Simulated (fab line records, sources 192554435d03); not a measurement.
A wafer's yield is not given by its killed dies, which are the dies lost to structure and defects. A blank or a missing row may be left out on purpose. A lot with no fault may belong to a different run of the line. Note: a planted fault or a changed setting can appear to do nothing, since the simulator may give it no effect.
Comparing a struck lot with a sound one | flow n5Finfet | 23 out of 1938 route steps
Sound: these wafers, L178.3, L178.4, L178.6. Wafers struck: L176.1, L176.5, L176.6. Last of all comes the cause.
Per side, at each step with rows, come the tool, then ch with its chambers, and then its first start. Under that, the readings that differ: sound wafers | struck wafers | difference of the means | sigmas: that difference in standard deviations of wafers without a fault.
alike: readings whose means differ by less than 2 such deviations, and words and numbers that are the same on both sides. not compared: withheld readings, readings that some wafer has no value for, bounds like >300 that may hide the same value, and numbers for which the record gives no deviation and whose values overlap.
A row with sigmas, a row that says differs or no value, or rows on one side alone: a step with any of these is where the two part. Non-overlapping numbers with no deviation appear without sigmas and do not part them. Lack of a reading on every wafer of one side parts them only where that side has two or more wafers.

first, 9 steps without rows for these wafers: N5_BEOL_M2_DEVELOP_10 (develop time 30 s); N5_BEOL_M2_DESCUM_16 (chemistry O2, time 7 s); N5_BEOL_M2_ETCH_74 (etches underlayer in N2/H2, target depth 6.5 nm, time 5.2 s); N5_BEOL_M2_ETCH_63 (etches SiARC in CF4, target depth 15.6 nm, time 26 s); N5_BEOL_M2_ETCH_64 (etches SOC in N2/H2, target depth 75 nm, overetch 22.5 nm, time 121.9 s); N5_BEOL_M2_STRIP_65 (strips in N2/H2); N5_BEOL_M2_STRIP_75 (strips in N2/H2); N5_BEOL_M2_STRIP_66 (strips in CF4); N5_BEOL_M2_HM_OPEN_17 (chemistry Cl2/BCl3, target TiN, target depth 20 nm, overetch 6 nm).
N5_BEOL_M2_STRIP_19: strips in O2.
  sound on rieDiel-01 ch 1,2, day 10 02:27; struck on rieDiel-04 ch 0,1, day 9 19:37
  alike: drypumpMotorCurrentA, oesProductAu, rfVppV, showerheadPlenumPTorr, throttleValvePct
  not compared: rfHoursCounterH
then, 9 steps without rows for these wafers: N5_BEOL_M2_COAT_67 (time 60 s, resist thk 60 nm); N5_BEOL_M2_COAT_68 (time 60 s, resist thk 12 nm); N5_BEOL_M2_COAT_76 (time 60 s, resist thk 5 nm); N5_BEOL_M2_COAT_22 (resist thk 30 nm); N5_BEOL_M2_EBR_24; N5_BEOL_M2_SOFTBAKE_23 (time 60 s); N5_BEOL_M2_EXPOSE_25 (exposes mask V1, defocus 5 nm); N5_BEOL_M2_PEB_26 (peb time 60 s); N5_BEOL_M2_DEVELOP_27 (develop time 30 s).
N5_BEOL_M2_INSPECT_30: inspects for defects (brightfield).
  struck on defectInspect-01, day 9 20:13; sound on defectInspect-02, day 10 02:56
reading        | sound       | struck         | difference | sigmas
rawDefectCount | 426 450 384 | 1061 1121 1403 | +775       | +8
then, 1 step without rows for these wafers: N5_BEOL_M2_DESCUM_33 (chemistry O2, time 7 s).
-- the record jumps here: 3 days lie between the struck wafers' starts before and after (it left off in module BEOL_M2 and takes up again in module BEOL_M4, whose first step shown is number 1111 of the route) --
N5_BEOL_M4_RC_MEAS_101:
  sound on prober-01 ch 0, day 12 23:16; struck on prober-02 ch 0, day 12 22:34
  alike: DIBL_N, DIBL_P, IOFF_N, IOFF_P, ION_N, ION_P, SS_N, SS_P, VT_N, VT_P
-- the record jumps here: 5 days lie between the struck wafers' starts before and after (it left off in module BEOL_M4 and takes up again in module PASSIVATION, whose first step shown is number 1936 of the route) --
N5_PASSIVATION_PROBE_49:
  struck on prober-02, day 17 17:48; sound on prober-01, day 17 08:28
reading                 | sound          | struck         | difference | sigmas
defectLimitedYield (%)  | 91.4 91.6 90.4 | 86.1 88.1 83.1 | -5.4       | -4
killed_at_M0_to_M3      | 35 32 44       | 89 91 149      | +73        | +7
killedDies              | 101 99 113     | 164 141 200    | +64        | +4
killedOnRim             | 10 15 12       | 36 27 25       | +17        | +4
sort_bin_5_function (%) | 5.6 4.8 5.8    | 7.7 7.2 9.7    | +2.8       | +3
sortNPass               | 1079 1081 1067 | 1016 1039 980  | -64        | -4
sortYieldPct (%)        | 91.4 91.6 90.4 | 86.1 88.1 83.1 | -5.4       | -4
  alike: killed_at_M4_up, killedAtContacts, killedAtFrontEnd, killedAtOther, killedOpen, killedShort, sort_bin_6_memory, sort_bin_8_speed

## WHERE THEY PART
Last at N5_PASSIVATION_PROBE_49 as far as this record goes, first at N5_BEOL_M2_INSPECT_30.

WHY: what the simulator had put in
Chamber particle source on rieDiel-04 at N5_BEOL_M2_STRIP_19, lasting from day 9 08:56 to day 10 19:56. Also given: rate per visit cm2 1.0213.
